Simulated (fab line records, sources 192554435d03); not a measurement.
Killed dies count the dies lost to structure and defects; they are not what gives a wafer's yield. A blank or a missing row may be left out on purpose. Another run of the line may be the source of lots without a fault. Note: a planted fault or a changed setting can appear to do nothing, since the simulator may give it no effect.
Matching of chambers | flow n5Finfet | N5_BEOL_M0_CO_CAP_123 on cvdCo-01: 3 sister chambers
The step material Co, precursor CCTBA/H2, target thk 2 nm, time 102.1 s. 27 wafers are shown with their chamber, then 12 later ones without.

## EACH WAFER AND ITS CHAMBER
wafer  | chamber | heaterPowerW (W)
L074.2 | 0       | 240
L074.3 | 1       | 245
L074.5 | 1       | 244
L075.1 | 2       | 225
L075.3 | 1       | 237
L075.5 | 2       | 222
L076.1 | 2       | 218
L076.4 | 0       | 248
L076.6 | 1       | 235
L078.1 | 2       | 221
L078.2 | 0       | 242
L078.4 | 2       | 228
L080.2 | 1       | 243
L080.3 | 2       | 225
L080.4 | 2       | 224
L081.2 | 1       | 243
L081.4 | 0       | 238
L081.5 | 1       | 244
L082.1 | 1       | 241
L082.3 | 0       | 245
L082.6 | 1       | 238
L086.2 | 0       | 241
L086.4 | 1       | 241
L086.6 | 0       | 241
L087.1 | 0       | 241
L087.3 | 2       | 224
L087.5 | 1       | 243

SIGNATURES (means of the wafers above)
reading      | chamber 0 | chamber 1 | chamber 2 | scatter within a chamber
heaterPowerW | 242.00    | 241.27    | 223.38    | 3.15
Rule: for a wafer and a chamber, the distance is found by dividing, reading by reading, the gap between the wafer's reading and the chamber's mean by the reading's scatter, squaring, summing and taking the root. If the next closest chamber is less than 2 further off than the closest, the wafer can't be placed; otherwise it belongs to the closest. The scatter: take each reading less its chamber's mean, square it, sum over the shown wafers, divide by the number of wafers less the number of chambers, and take the root.

## WAFERS MISSING THEIR CHAMBER
wafer  | heaterPowerW (W)
L088.1 | 236
L088.2 | 231
L088.4 | 223
L090.2 | 228
L090.3 | 241
L090.4 | 247
L091.3 | 241
L091.4 | 246
L091.6 | 225
L095.1 | 228
L095.4 | 241
L095.5 | 226

## THE CHAMBER EACH PASSED THROUGH
wafer  | from the rows above          | in truth
L088.1 | can't be placed: 1 or 0      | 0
L088.2 | can't be placed: 2 or 1 or 0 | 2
L088.4 | 2                            | 2
L090.2 | 2                            | 2
L090.3 | can't be placed: 1 or 0      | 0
L090.4 | can't be placed: 0 or 1      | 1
L091.3 | can't be placed: 1 or 0      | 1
L091.4 | can't be placed: 0 or 1      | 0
L091.6 | 2                            | 2
L095.1 | 2                            | 2
L095.4 | can't be placed: 1 or 0      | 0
L095.5 | 2                            | 2
Correctly placed: 5 of 12. Cannot be placed on the basis of these rows: 7; the candidates contain the true chamber in 7. Number placed wrongly: 0.
